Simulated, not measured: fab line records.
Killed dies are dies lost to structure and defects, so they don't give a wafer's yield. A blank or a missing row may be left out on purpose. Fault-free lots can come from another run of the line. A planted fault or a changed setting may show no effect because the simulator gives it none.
Comparing a struck lot with a sound one    flow n5-finfet    19 out of 1938 route steps
Sound: wafers L181.1, L181.3, L181.4. The struck wafers were L189.3, L189.5, L189.6. Last of all comes the cause.
Order at every step that has rows: each side's tool, ch and its chambers, its first start. Under that, the readings that differ: sound wafers    struck wafers    difference of the means    sigmas: that difference in standard deviations of wafers without a fault.
alike: same words and numbers on both sides, and readings whose means sit less than 2 such deviations apart. not compared: any withheld reading, any reading some wafer has no value for, any bound like >300 that may hide the same value, and any number with overlapping values for which the record gives no deviation.
A row with sigmas, a row that says differs or no value, or rows on one side alone: a step with any of these is where the two part. When numbers do not overlap yet have no deviation, they are printed without sigmas and do not part them. A reading missing from all wafers of one side parts the sides only when that side holds two or more wafers.

N5_BEOL_M14_CMP_49: polishes, stops on SiO2, t overpolish 5.2 s, target thk 560 nm.
  sound on cmp-03 ch 0,1,3, day 11 22:40; struck on cmp-03 ch 0,3, day 13 15:31
  alike: barrier-field-endpoint-s, clearing-platen-rpm, motor-current-A, overpolish-run-s, time-to-endpoint-s
  not compared: pad-life-wafers
N5_BEOL_M14_THK_MEAS_50: measures by xrf.
  sound on film-metro-02 at day 11 22:58; struck on film-metro-01 at day 13 15:49
  alike: M14_THK
then, 1 step without rows for these wafers: N5_BEOL_M14_PRE_CLEAN_52 (time 15 s).
N5_BEOL_M14_DEP_53: deposits SiCN from 3MS/NH3, target thk 50 nm, time 17.8 s.
  sound on pecvd-04 ch 0,1, day 11 23:01; struck on pecvd-03 ch 0,1, day 13 15:52
  alike: showerhead-plenum-p-Torr, throttle-valve-pct
N5_BEOL_M14_RS_MEAS_54: a four-point-probe measurement.
  sound on film-metro-02 at day 11 23:05; struck on film-metro-02 at day 13 15:56
  alike: M14_RS
N5_BEOL_M14_INSPECT_55: inspects for defects (darkfield).
  sound on defect-inspect-01 at day 11 23:07; struck on defect-inspect-01 at day 13 15:58
  alike: raw-defect-count
N5_BEOL_M15_ILD_DEP_00: deposits SiO2 from TEOS/O2, target thk 1629.3 nm, time 346.1 s.
  sound on pecvd-03 ch 1,2, day 11 23:09; struck on pecvd-02 ch 0,1, day 13 16:00
  alike: heater-power-w, showerhead-plenum-p-Torr, throttle-valve-pct
N5_BEOL_M15_THK_MEAS_01:
  sound on film-metro-02 at day 11 23:24; struck on film-metro-02 at day 13 16:15
  alike: M15_ILD_THK
then, 4 steps without rows for these wafers: N5_BEOL_M15_COAT_58 (time 60 s, resist thk 89 nm); N5_BEOL_M15_COAT_04 (resist thk 800 nm); N5_BEOL_M15_EBR_06; N5_BEOL_M15_SOFTBAKE_05 (time 60 s).
N5_BEOL_M15_EXPOSE_07: exposes mask V14.
  sound on krf-scanner-02 ch 0, day 11 23:32; struck on krf-scanner-02 ch 0, day 13 16:23
reading               sound              struck             difference  sigmas
exposure-dose-mJ-cm2  41.21 41.19 41.17  39.52 39.56 39.58  -1.64       -44
  alike: mask
then, 3 steps without rows for these wafers: N5_BEOL_M15_PEB_08 (peb time 90 s); N5_BEOL_M15_DEVELOP_09 (develop time 45 s); N5_BEOL_M15_HARDBAKE_14 (time 120 s).
N5_BEOL_M15_CD_MEAS_10 targets a cd of 360 nm.
  sound on cd-sem-02 ch 0, day 11 23:42; struck on cd-sem-03 ch 0, day 13 16:33
reading     sound              struck             difference  sigmas
cd-nm (nm)  360.0 360.0 356.8  352.2 352.2 353.2  -6.4        -5
N5_BEOL_M15_OVL_MEAS_11:
  sound on overlay-02 ch 0, day 11 23:44; struck on overlay-02 ch 0, day 13 16:35
  alike: V14_OVL
N5_PASSIVATION_PROBE_49:
  sound on prober-02 at day 12 17:48; struck on prober-01 at day 14 11:09
  alike: defect-limited-yield, killed_at_M0_to_M3, killed_at_M4_up, killed-at-contacts, killed-at-front-end, killed-at-other, killed-dies, killed-open, killed-short, sort_bin_5_function, sort_bin_6_memory, sort-n-pass, sort-yield-pct

== WHERE THEY PART ==
First at N5_BEOL_M15_EXPOSE_07; last, within this record, at N5_BEOL_M15_CD_MEAS_10. Later steps at which nothing parts them and some readings are alike: N5_BEOL_M15_OVL_MEAS_11, N5_PASSIVATION_PROBE_49.

WHY: what had been put in by the simulator
Process parameters drifting: krf-scanner-02 at N5_BEOL_M15_EXPOSE_07, beginning at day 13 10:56. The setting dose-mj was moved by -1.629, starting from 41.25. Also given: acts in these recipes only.
